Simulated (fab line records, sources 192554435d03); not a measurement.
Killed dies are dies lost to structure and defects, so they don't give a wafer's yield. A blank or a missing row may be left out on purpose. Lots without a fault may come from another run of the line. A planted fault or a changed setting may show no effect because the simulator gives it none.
Which tool did it? | flow n5_finfet | 24 lots, 72 wafers sampled, at 2 steps of a route of 1938

WHAT THE GAUGES READ, wafer by wafer
N5_HKMG_FIN_THK_MEAS_70: measures by xrf.
lot  | measured    | on            | HK_THK (nm)
L074 | day 4 05:23 | film_metro-02 | 1.578 1.612 1.623
L075 | day 4 08:05 | film_metro-01 | 1.633 1.609 1.652
L076 | day 4 13:11 | film_metro-02 | 1.643 1.650 1.622
L077 | day 5 00:01 | film_metro-02 | 1.644 1.627 1.641
L078 | day 5 01:28 | film_metro-01 | 1.644 1.627 1.623
L079 | day 5 11:20 | film_metro-01 | 1.622 1.632 1.633
L080 | day 5 16:37 | film_metro-01 | 1.650 1.655 1.640
L081 | day 5 23:59 | film_metro-02 | 1.619 1.629 1.645
L082 | day 6 02:27 | film_metro-02 | 1.611 1.621 1.629
L083 | day 6 10:46 | film_metro-01 | 1.625 1.609 1.634
L084 | day 6 13:56 | film_metro-01 | 1.646 1.637 1.626
L085 | day 6 21:20 | film_metro-01 | 1.642 1.633 1.653
L086 | day 7 08:57 | film_metro-01 | 1.633 1.639 1.609
L087 | day 7 13:04 | film_metro-01 | 1.643 1.611 1.642
L088 | day 7 14:17 | film_metro-02 | 1.600 1.637 1.572
L089 | day 8 07:31 | film_metro-02 | 1.599 1.602 1.649
L090 | day 8 08:14 | film_metro-01 | 1.637 1.614 1.633
L091 | day 8 10:07 | film_metro-01 | 1.631 1.626 1.626
L092 | day 8 14:38 | film_metro-01 | 1.622 1.645 1.635
L093 | day 8 20:18 | film_metro-02 | 1.592 1.624 1.602
L094 | day 9 06:37 | film_metro-02 | 1.572 1.620 1.586
L095 | day 9 07:28 | film_metro-01 | 1.627 1.619 1.631
L096 | day 9 15:53 | film_metro-01 | 1.642 1.624 1.624
L097 | day 9 19:40 | film_metro-02 | 1.648 1.601 1.579

N5_HKMG_FIN_OVL_MEAS_13.
lot  | measured    | on         | NWFM_OVL (nm)
L074 | day 4 06:10 | overlay-01 | 0.0 -0.2 -1.6
L075 | day 4 08:59 | overlay-02 | 1.2 0.4 1.1
L076 | day 4 13:59 | overlay-02 | -0.3 0.1 0.0
L077 | day 5 00:56 | overlay-01 | 0.2 -0.1 -0.5
L078 | day 5 02:15 | overlay-01 | 0.1 -0.4 -0.1
L079 | day 5 12:14 | overlay-01 | 0.2 1.1 0.5
L080 | day 5 17:24 | overlay-01 | 1.2 -1.2 0.7
L081 | day 6 00:53 | overlay-02 | -1.4 -0.7 -0.8
L082 | day 6 03:22 | overlay-01 | -1.6 0.1 0.2
L083 | day 6 11:32 | overlay-02 | -1.0 0.1 0.4
L084 | day 6 14:50 | overlay-02 | -1.2 -1.8 -1.3
L085 | day 6 22:15 | overlay-02 | -1.2 -0.2 -0.7
L086 | day 7 09:52 | overlay-01 | -1.1 0.7 -0.1
L087 | day 7 13:51 | overlay-01 | -0.5 2.1 0.6
L088 | day 7 15:11 | overlay-01 | -1.4 -0.7 -0.3
L089 | day 8 08:26 | overlay-01 | 0.3 0.0 1.1
L090 | day 8 09:08 | overlay-02 | -0.7 0.0 0.2
L091 | day 8 10:53 | overlay-01 | -0.5 -0.9 -1.1
L092 | day 8 15:33 | overlay-01 | 0.7 -1.0 0.0
L093 | day 8 21:13 | overlay-02 | -0.1 -0.9 -0.1
L094 | day 9 07:31 | overlay-02 | 0.9 0.4 0.6
L095 | day 9 08:15 | overlay-02 | -0.9 2.2 0.1
L096 | day 9 16:48 | overlay-02 | -0.5 -0.3 0.1
L097 | day 9 20:34 | overlay-02 | -0.4 1.4 1.2

WHICH TOOL RAN EACH LOT (tool, then ch and the chambers of the sampled wafers, then the start)
The record holds no process step before these readings.

WHAT THE TOOLS THEMSELVES READ (means of the sampled wafers that have a number; where no wafer has one, the mark that the record gives instead)
The record holds no such reading with a usual standard deviation.

THE ANSWER, worked out from the rows above alone
Rule: what is usual is taken from the lots themselves. Put in order of their means at a reading, lots are off if they are a third of the lots or fewer, leave a main group of 4 or more, and stand apart from it by a gap of 3 or more times the standard deviation of the main group's means; of several such gaps the widest counts. A main group whose means are all the same, to the digits that the tables above print for the reading, isn't used. A lot without any number at a reading at which 4 lots or more have one is off too. The other lots that the step has rows for count as sound. The gauges are gone through in route order, then the tools' own readings, and for those a lot's mean is taken as printed above. The first step at which some lot is off is used, and at that step the reading that is off furthest; a lot without a number counts as furthest.
No lot is off at any reading shown: from this, nothing can be told.

WHAT THE SIMULATOR HAD PUT IN
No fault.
